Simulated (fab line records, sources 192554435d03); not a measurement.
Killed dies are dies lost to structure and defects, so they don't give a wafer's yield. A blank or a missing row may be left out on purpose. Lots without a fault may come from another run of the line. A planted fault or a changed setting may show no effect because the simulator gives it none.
fab line records | flow n5_finfet
record lots=13 wafers=33 last_day=18
route steps=1938 shown BEOL_M6@1240 PASSIVATION@1936
lots that met no fault: from a run of the same line without faults
start_h: hours from the record's first day to the start of the lot's first wafer shown | wait_h: hours since the lot's step before | " the same as in the row above | L1.1+2: a row that stands for several wafers | - no value, or no start given | * or withheld: withheld | < > ~ a bound
route shown NAME@n: a module of which the file shows steps, and the number in the route of the first | usual: mean/standard deviation of fault-free wafers | same: alike in all rows | chamber/n: place in a boat | sites: the reading at each site | _std_site: their standard deviation | _edge_site: outer sites' mean less inner sites' | radius_mm: how far each site lies from the wafer's centre | mask NAME#n: copy n | behind: the tool/chamber that last shaped the wafer | hold: why the lot was held/for how many hours/how that ended | device: the transistor (n, p or np) that didn't switch | end of line: the same wafers' tests at the end of the route | a step without rows: its recipe alone | killed: dies lost to structure and defects at the first sort, not the wafer's yield | map: a wafer's dies, x killed, . not, _ none there
set.NAME: the setting as run; set.NAME@STEP: as run at that earlier step | model.NAME: the simulator's own value behind a step, which no gauge read
steps of the route over a sample of lots; a table a step, a row a wafer
services: from which hour (start_h, from the record's first day; less than 0 if before it) a tool's chamber was out of use, for how many hours, and why
## steps
# step N5_BEOL_M6_ETCH_41
# recipe chemistry=CH3F/O2 target=SiCN target_depth_a=297 taper_deg=2 time_s=52 ion_energy_ev=120 mask_material=TiN pressure_mtorr=30 source_w=395 bias_w=75 Ar_flow_sccm=150 CH3F_flow_sccm=30 O2_flow_sccm=20
# usual drypump_motor_current_A=5.7/0.48 oes_product_au=0.82/0.086 rf_vpp_V=296.6/1.2 showerhead_plenum_p_Torr=1.96/0.041 throttle_valve_pct=16.29/0.23
# columns lot.wafer tool chamber start_h wait_h drypump_motor_current_A oes_product_au rf_hours_counter_h rf_vpp_V showerhead_plenum_p_Torr throttle_valve_pct
L445.3 rie_diel-01 1 224.33 - 6.3 0.92 12 296.4 1.96 16.10
L445.4 " 2 " " 5.8 0.86 42 296.6 1.96 16.31
L445.6 " 2 " " 5.8 0.86 - 297.0 1.96 16.32
L449.1 rie_diel-01 1 229.54 - 6.3 0.91 14 296.0 1.96 16.10
L449.3 " 3 " " 6.1 0.82 91 296.3 1.94 15.96
L447.1 rie_diel-01 1 232.59 - 6.3 0.91 15 295.9 1.96 16.11
L447.3 " 0 " " 4.8 0.47 248 295.7 1.98 16.80
L447.6 " 3 " " 6.1 0.81 - 296.2 1.94 15.95
L453.3 rie_diel-01 3 267.17 - 6.1 0.55 106 294.8 1.94 15.98
L453.6 " 0 " " 4.9 0.96 - 296.6 1.98 16.38
L459.1 rie_diel-03 3 299.10 - 5.8 0.74 137 297.1 2.01 16.51
L459.3 " 0 " " 5.2 0.69 227 296.0 1.90 16.39
L459.5 " 0 " " 5.2 0.68 - 293.6 1.90 16.39
L458.2 rie_diel-03 3 299.49 - 5.8 0.74 137 296.6 2.01 16.54
L458.3 " 0 " " 5.2 0.69 227 296.7 1.90 16.39
L461.1 rie_diel-06 1 315.65 - 5.8 0.93 8 296.3 1.96 16.14
L461.5 " 0 " " 5.7 0.74 - 296.9 1.92 16.18
L462.2 rie_diel-06 0 318.40 - 5.7 0.74 169 298.0 1.92 16.20
L462.4 " 3 " " 6.0 0.91 23 297.7 1.96 16.25
L462.6 " 2 " " 4.9 0.83 - 300.0 2.01 16.48
L463.2 rie_diel-03 0 322.71 - 5.2 0.68 237 295.7 1.89 16.41
L463.6 " 0 " " 5.2 0.68 - 294.8 1.89 16.41
L464.2 rie_diel-06 1 323.27 - 5.7 0.92 12 296.7 1.96 16.14
L464.4 " 0 " " 5.8 0.75 170 294.6 1.92 16.19
L465.4 rie_diel-06 2 325.77 - 4.9 0.84 97 296.1 2.01 16.48
L465.5 " 3 " " 6.0 0.90 - 294.9 1.96 16.24
L465.6 " 0 " " 5.8 0.74 - 294.7 1.92 16.17
L467.2 rie_diel-01 0 342.61 - 4.8 0.89 29 296.9 1.97 16.44
L467.3 " 1 " " 6.3 0.84 56 295.4 1.95 16.17
L467.6 " 0 " " 4.8 0.88 - 298.2 1.97 16.44
L466.1 rie_diel-01 0 343.13 - 4.8 0.88 29 297.0 1.97 16.44
L466.3 " 2 " " 5.8 0.80 86 294.6 1.94 16.42
L466.5 " 2 " " 5.8 0.81 - 295.9 1.94 16.40
# step N5_BEOL_M6_OCD_MEAS_38
# usual trench_depth_nm=94.8/1.7
# columns lot.wafer tool chamber start_h wait_h trench_depth_nm
L445.3 ocd-01 - 224.46 - 94.3
L445.4 " - " " 92.7
L445.6 " - " " 92.4
L449.1 ocd-01 - 229.67 - 94.2
L449.3 " - " " 95.2
L447.1 ocd-01 - 232.71 - 93.0
L447.3 " - " " 94.1
L447.6 " - " " 94.9
L453.3 ocd-02 - 267.29 - 94.4
L453.6 " - " " 98.3
L459.1 ocd-02 - 299.22 - 92.0
L459.3 " - " " 93.7
L459.5 " - " " 93.3
L458.2 ocd-02 - 299.62 - 94.1
L458.3 " - " " 93.6
L461.1 ocd-02 - 315.77 - 96.0
L461.5 " - " " 94.7
L462.2 ocd-02 - 318.53 - 93.7
L462.4 " - " " 96.1
L462.6 " - " " 96.6
L463.2 ocd-01 - 322.84 - 92.6
L463.6 " - " " 94.0
L464.2 ocd-02 - 323.41 - 94.8
L464.4 " - " " 92.6
L465.4 ocd-02 - 325.90 - 95.4
L465.5 " - " " 95.9
L465.6 " - " " 94.2
L467.2 ocd-02 - 342.74 - 96.3
L467.3 " - " " 92.2
L467.6 " - " " 96.3
L466.1 ocd-02 - 343.25 - 97.8
L466.3 " - " " 92.6
L466.5 " - " " 92.7
# step N5_BEOL_M6_CD_MEAS_35
# recipe target_cd_nm=40 target_cd_y_nm=28 polarity=opening
# usual cd_nm=40.1/0.61
# columns lot.wafer tool chamber start_h wait_h cd_nm
L445.3 cd_sem-02 - 224.61 0.0 40.9
L445.4 " - " " 39.3
L445.6 " - " " 40.1
L449.1 cd_sem-02 - 229.82 0.0 40.6
L449.3 " - " " 39.6
L447.1 cd_sem-02 - 232.87 0.0 39.7
L447.3 " - " " 39.5
L447.6 " - " " 39.0
L453.3 cd_sem-02 - 267.45 0.0 40.2
L453.6 " - " " 39.6
L459.1 cd_sem-01 - 299.37 0.0 40.2
L459.3 " - " " 41.1
L459.5 " - " " 41.1
L458.2 cd_sem-03 - 299.77 0.0 40.2
L458.3 " - " " 39.2
L461.1 cd_sem-01 - 315.92 0.0 40.8
L461.5 " - " " 40.1
L462.2 cd_sem-02 - 318.68 0.0 40.4
L462.4 " - " " 40.6
L462.6 " - " " 40.6
L463.2 cd_sem-02 - 322.99 0.0 40.1
L463.6 " - " " 39.8
L464.2 cd_sem-03 - 323.57 0.0 38.6
L464.4 " - " " 39.1
L465.4 cd_sem-01 - 326.05 0.0 40.7
L465.5 " - " " 39.3
L465.6 " - " " 40.3
L467.2 cd_sem-01 - 342.89 0.0 39.6
L467.3 " - " " 38.9
L467.6 " - " " 39.6
L466.1 cd_sem-03 - 343.40 0.0 40.4
L466.3 " - " " 39.4
L466.5 " - " " 40.0
# step N5_BEOL_M6_CURE_75
# recipe temp_c=370 time_s=120 ambient=DMADMS/He material=SiCOH_lowk
# usual lamp_power_pct=52.31/0.051 wafer_temp_C_max=371.8/0.57
# columns lot.wafer tool chamber start_h wait_h lamp_power_pct wafer_temp_C_max
L445.3 uv_cure-01 2 224.75 0.1 52.33 371.8
L445.4 " 2 " " 52.38 371.1
L445.6 " 2 " " 52.41 372.1
L449.1 uv_cure-01 2 229.86 0.0 52.35 371.6
L449.3 " 2 " " 52.44 371.7
L447.1 uv_cure-01 2 232.91 0.0 52.32 372.0
L447.3 " 2 " " 52.27 372.0
L447.6 " 2 " " 52.23 371.6
L453.3 uv_cure-03 0 268.04 0.6 52.40 371.9
L453.6 " 0 " " 52.32 371.7
L459.1 uv_cure-02 2 299.41 0.0 52.36 371.2
L459.3 " 2 " " 52.43 371.8
L459.5 " 2 " " 52.44 370.9
L458.2 uv_cure-03 2 299.94 0.2 52.38 372.1
L458.3 " 2 " " 52.31 371.6
L461.1 uv_cure-03 1 315.96 0.0 52.42 372.5
L461.5 " 1 " " 52.29 373.0
L462.2 uv_cure-01 1 318.95 0.3 52.27 371.5
L462.4 " 1 " " 52.32 371.0
L462.6 " 1 " " 52.28 371.5
L463.2 uv_cure-03 0 323.22 0.2 52.45 372.1
L463.6 " 0 " " 52.37 371.4
L464.2 uv_cure-02 2 323.76 0.2 52.30 371.7
L464.4 " 2 " " 52.34 371.8
L465.4 uv_cure-02 0 326.46 0.4 52.26 372.3
L465.5 " 0 " " 52.29 372.3
L465.6 " 0 " " 52.25 372.1
L467.2 uv_cure-02 0 343.02 0.1 52.31 372.2
L467.3 " 0 " " 52.32 372.4
L467.6 " 0 " " 52.30 372.2
L466.1 uv_cure-01 2 343.45 0.0 52.30 371.9
L466.3 " 2 " " 52.24 372.0
L466.5 " 2 " " 52.20 372.5
# step N5_PASSIVATION_PROBE_49
# usual defect_limited_yield=91.2/1.6 killed_at_M0_to_M3=35/11 killed_at_M4_up=14/5.4 killed_at_contacts=13/6 killed_at_front_end=38/11 killed_at_other=3.4/2.6 killed_dies=104/19 killed_open=68/13 killed_short=34/8.5 sort_bin_5_function=5.1/1 sort_bin_6_memory=3.3/0.72 sort_bin_8_speed=0.1/0.9 sort_n_pass=1075/22 sort_yield_pct=91.1/1.9
# same gross_dies=1180 killed_at_back_side=0 sort_bin_4_leakage[%]=0
# columns lot.wafer tool chamber start_h wait_h defect_limited_yield[%] killed_at_M0_to_M3 killed_at_M4_up killed_at_contacts killed_at_front_end killed_at_other killed_dies killed_open killed_short sort_bin_5_function[%] sort_bin_6_memory[%] sort_bin_8_speed[%] sort_n_pass sort_yield_pct[%]
L445.3 prober-02 - 320.37 0.3 91.4 39 13 10 34 5 101 67 32 5.5 3.0 0 1079 91.4
L445.4 prober-02 - 320.42 0.3 93.7 29 19 6 19 1 74 48 26 3.6 2.5 0 1106 93.7
L445.6 prober-02 - 320.52 0.4 93.6 34 9 4 24 5 76 54 22 3.8 2.5 0 1104 93.6
L447.1 prober-02 - 332.81 0.0 91.8 33 8 17 35 4 97 67 29 5.7 2.1 0 1083 91.8
L447.3 prober-02 - 332.91 0.1 91.2 40 9 16 36 3 104 65 35 5.0 2.9 0 1076 91.2
L447.6 prober-02 - 333.06 0.3 90.3 46 16 20 32 1 115 73 35 5.6 3.5 0 1065 90.3
L453.3 prober-02 - 362.69 0.1 93.4 19 8 5 38 8 78 47 31 3.9 2.3 0 1102 93.4
L459.1 prober-02 - 389.38 0.0 89.8 34 14 17 45 10 120 80 40 6.0 3.9 0 1060 89.8
L459.3 prober-02 - 389.48 0.1 89.7 42 13 5 56 5 121 90 31 6.0 4.0 0 1059 89.7
L459.5 prober-02 - 389.58 0.2 90.2 24 20 26 42 4 116 80 32 5.8 3.6 0.1 1063 90.1
L458.2 prober-01 - 393.10 0.1 92.2 29 14 3 41 5 92 60 32 4.8 2.5 0 1088 92.2
L458.3 prober-01 - 393.15 0.1 91.0 34 15 23 34 0 106 74 31 6.0 2.5 0 1074 91.0
L464.2 prober-01 - 409.02 0.1 88.1 31 22 20 67 0 140 94 43 7.4 4.0 0 1040 88.1
L464.4 prober-01 - 409.12 0.2 90.8 37 15 16 39 1 108 69 37 5.3 3.6 0 1072 90.8
L461.1 prober-01 - 410.23 0.0 90.1 22 11 26 53 5 117 69 41 4.9 4.2 0 1063 90.1
L461.5 prober-01 - 410.43 0.2 92.0 34 12 14 31 3 94 63 31 4.7 3.0 0 1086 92.0
L465.4 prober-01 - 422.32 0.6 92.3 26 15 10 37 3 91 62 29 4.2 3.4 0 1089 92.3
L465.5 prober-01 - 422.37 0.6 94.3 21 10 2 34 0 67 50 17 3.5 2.0 0 1113 94.3
L465.6 prober-01 - 422.42 0.7 93.0 16 21 18 26 2 83 61 21 4.2 2.7 0 1097 93.0
# killed by level:class
L445.3 FIN_SAQP:geometric_particle:open=9 MOL_CONTACT_COAG:geometric_particle:open=9 BEOL_M3:geometric_particle:open=8 BEOL_M0_SAQP:geometric_particle:short=7 BEOL_M0_SAQP:geometric_particle:open=6 BEOL_M2:geometric_particle:open=6 BEOL_M1:geometric_particle:open=5 BEOL_M3:geometric_particle:short=5
L445.4 BEOL_M0_SAQP:geometric_particle:short=9 BEOL_M4:geometric_particle:open=8 BEOL_M1:geometric_particle:open=7 STI_FIN_REVEAL:geometric_particle:open=6 GATE_CUT:geometric_particle:short=4 MOL_CONTACT_COAG:geometric_particle:open=4 BEOL_M0_SAQP:geometric_particle:open=4 BEOL_M5:geometric_particle:open=4
L445.6 BEOL_M1:geometric_particle:open=10 BEOL_M3:geometric_particle:open=7 STARTING-WAFER:geometric_particle:short=6 FIN_SAQP:geometric_particle:open=5 BEOL_M0_SAQP:geometric_particle:open=5 DUMMY_GATE:geometric_particle:open=4 MOL_CONTACT_COAG:geometric_particle:open=4 BEOL_M0_SAQP:geometric_particle:short=4
L447.1 BEOL_M0_SAQP:geometric_particle:open=13 MOL_CONTACT_COAG:geometric_particle:open=9 DUMMY_GATE:geometric_particle:open=8 MOL_CONTACT_COAG:geometric_particle:short=8 FIN_SAQP:geometric_particle:open=6 STARTING-WAFER:geometric_particle:open=6 BEOL_M1:geometric_particle:open=6 BEOL_M0_SAQP:geometric_particle:short=5
L447.3 STI_FIN_REVEAL:geometric_particle:open=11 MOL_CONTACT_COAG:geometric_particle:open=10 BEOL_M1:geometric_particle:open=10 BEOL_M2:geometric_particle:open=9 BEOL_M1:geometric_particle:short=7 MOL_CONTACT_COAG:geometric_particle:short=6 FIN_SAQP:geometric_particle:short=5 GATE_CUT:geometric_particle:short=5
L447.6 MOL_CONTACT_COAG:geometric_particle:open=16 BEOL_M0_SAQP:geometric_particle:short=11 BEOL_M2:geometric_particle:open=11 BEOL_M1:geometric_particle:open=8 BEOL_M4:geometric_particle:open=8 FIN_SAQP:geometric_particle:short=5 STI_FIN_REVEAL:geometric_particle:open=5 BEOL_M3:geometric_particle:open=5
L453.3 FIN_SAQP:geometric_particle:open=11 BEOL_M0_SAQP:geometric_particle:short=7 FIN_SAQP:geometric_particle:short=6 MOL_CONTACT_COAG:geometric_particle:open=5 PASS1_CAP:geometric_particle:open=5 BEOL_M2:geometric_particle:open=4 STARTING-WAFER:geometric_particle:short=4 BEOL_M3:geometric_particle:short=3
L459.1 MOL_CONTACT_COAG:geometric_particle:open=15 FIN_SAQP:geometric_particle:open=14 BEOL_M2:geometric_particle:open=10 BEOL_M4:geometric_particle:open=7 STI_FIN_REVEAL:geometric_particle:open=6 BEOL_M1:geometric_particle:open=6 FIN_SAQP:geometric_particle:short=5 STARTING-WAFER:geometric_particle:short=5
L459.3 STI_FIN_REVEAL:geometric_particle:open=19 BEOL_M2:geometric_particle:open=12 GATE_CUT:geometric_particle:short=9 BEOL_M0_SAQP:geometric_particle:open=7 BEOL_M0:geometric_particle:open=6 BEOL_M0_SAQP:geometric_particle:short=5 BEOL_M4:geometric_particle:open=5 STARTING-WAFER:geometric_particle:open=5
L459.5 MOL_CONTACT_COAG:geometric_particle:open=21 BEOL_M4:geometric_particle:open=11 STI_FIN_REVEAL:geometric_particle:open=9 BEOL_M2:geometric_particle:open=9 FIN_SAQP:geometric_particle:short=6 DUMMY_GATE:geometric_particle:open=6 GATE_CUT:geometric_particle:short=5 MOL_CONTACT_COAG:geometric_particle:short=5
L458.2 BEOL_M1:geometric_particle:open=13 FIN_SAQP:geometric_particle:open=10 GATE_CUT:geometric_particle:short=10 BEOL_M4:geometric_particle:open=9 STI_FIN_REVEAL:geometric_particle:open=5 BEOL_M0_SAQP:geometric_particle:short=5 STI_FIN_REVEAL:geometric_particle:short=4 BEOL_M0:geometric_particle:open=4
L458.3 MOL_CONTACT_COAG:geometric_particle:open=21 FIN_SAQP:geometric_particle:open=11 BEOL_M0_SAQP:geometric_particle:short=9 BEOL_M4:geometric_particle:open=9 BEOL_M0_SAQP:geometric_particle:open=8 BEOL_M1:geometric_particle:open=6 BEOL_M2:geometric_particle:open=6 FIN_SAQP:geometric_particle:short=5
L464.2 STI_FIN_REVEAL:geometric_particle:open=20 MOL_CONTACT_COAG:geometric_particle:open=16 FIN_SAQP:geometric_particle:short=14 BEOL_M4:geometric_particle:open=14 BEOL_M3:geometric_particle:open=9 FIN_SAQP:geometric_particle:open=8 STI_FIN_REVEAL:geometric_particle:short=5 BEOL_M0_SAQP:geometric_particle:short=5
L464.4 MOL_CONTACT_COAG:geometric_particle:open=15 BEOL_M3:geometric_particle:open=13 BEOL_M0_SAQP:geometric_particle:open=9 BEOL_M0_SAQP:geometric_particle:short=9 FIN_SAQP:geometric_particle:short=8 STI_FIN_REVEAL:geometric_particle:open=6 FIN_SAQP:geometric_particle:open=6 STI_FIN_REVEAL:geometric_particle:short=4
L461.1 MOL_CONTACT_COAG:geometric_particle:open=22 STI_FIN_REVEAL:geometric_particle:open=13 FIN_SAQP:geometric_particle:short=8 STI_FIN_REVEAL:geometric_particle:short=7 BEOL_M0_SAQP:geometric_particle:open=7 GATE_CUT:geometric_particle:short=6 HKMG_FIN:area_etch=6 BEOL_M2:geometric_particle:open=5
L461.5 BEOL_M0_SAQP:geometric_particle:open=14 MOL_CONTACT_COAG:geometric_particle:open=11 FIN_SAQP:geometric_particle:open=7 GATE_CUT:geometric_particle:short=7 BEOL_M0_SAQP:geometric_particle:short=6 FIN_SAQP:geometric_particle:short=5 BEOL_M2:geometric_particle:open=5 BEOL_M3:geometric_particle:open=5
L465.4 FIN_SAQP:geometric_particle:open=11 MOL_CONTACT_COAG:geometric_particle:open=10 FIN_SAQP:geometric_particle:short=6 BEOL_M2:geometric_particle:open=6 BEOL_M0:geometric_particle:open=5 STI_FIN_REVEAL:geometric_particle:open=4 DUMMY_GATE:geometric_particle:open=4 BEOL_M3:geometric_particle:open=4
L465.5 STI_FIN_REVEAL:geometric_particle:open=12 FIN_SAQP:geometric_particle:short=6 BEOL_M0:geometric_particle:open=6 BEOL_M2:geometric_particle:open=6 STARTING-WAFER:geometric_particle:open=5 FIN_SAQP:geometric_particle:open=4 BEOL_M4:geometric_particle:open=4 BEOL_M0_SAQP:geometric_particle:short=3
L465.6 MOL_CONTACT_COAG:geometric_particle:open=16 BEOL_M4:geometric_particle:open=11 BEOL_M0_SAQP:geometric_particle:short=7 STI_FIN_REVEAL:geometric_particle:open=5 DUMMY_GATE:geometric_particle:open=5 FIN_SAQP:geometric_particle:open=4 BEOL_M2:geometric_particle:open=4 GATE_CUT:geometric_particle:short=3
## services
# columns tool chamber start_h hours kind
rie_diel-03 2 201.74 28.7 repair
uv_cure-03 - 209.58 1.0 pm
rie_diel-06 1 214.36 13.2 repair
rie_diel-03 - 219.88 28.1 pm
uv_cure-02 - 237.16 28.1 pm
rie_diel-01 0 238.87 - clean
rie_diel-01 0 238.87 - consumable_replace:focus_ring
rie_diel-01 0 238.87 17.9 scheduled_down
rie_diel-01 0 238.87 17.9 vent_cycle
rie_diel-06 3 242.28 - clean
rie_diel-06 3 242.28 - consumable_replace:focus_ring
rie_diel-06 3 242.28 19.6 scheduled_down
rie_diel-06 3 242.28 19.6 vent_cycle
rie_diel-06 1 282.21 - clean
rie_diel-06 1 282.21 - consumable_replace:focus_ring
rie_diel-06 1 282.21 13.8 scheduled_down
rie_diel-06 1 282.21 13.8 vent_cycle
rie_diel-01 2 306.55 1.8 repair
uv_cure-02 - 316.90 6.8 repair
rie_diel-01 - 317.64 2.8 pm
uv_cure-01 - 324.70 12.8 repair
uv_cure-03 - 325.06 2.2 repair
uv_cure-02 - 332.43 1.0 pm
## key
first_sign step=N5_BEOL_M6_ETCH_41 reading=oes_product_au direction=down sigmas=3.5 usual=0.82 struck=0.51
effect none on later readings
met_at N5_BEOL_M6_ETCH_41
struck_lots L447,L453
struck_wafers L447.3,L453.3
not_acting_at N5_BEOL_M6_OCD_MEAS_38,N5_BEOL_M6_CD_MEAS_35,N5_BEOL_M6_CURE_75
onset_between 229.54 232.59
fault kind=process_parameter_drift tool=rie_diel-01 chamber=- onset_h=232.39 steps=N5_BEOL_M6_ETCH_41 channel=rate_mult offset=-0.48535 shape=step end_h=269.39 scope=struck_wafers_only
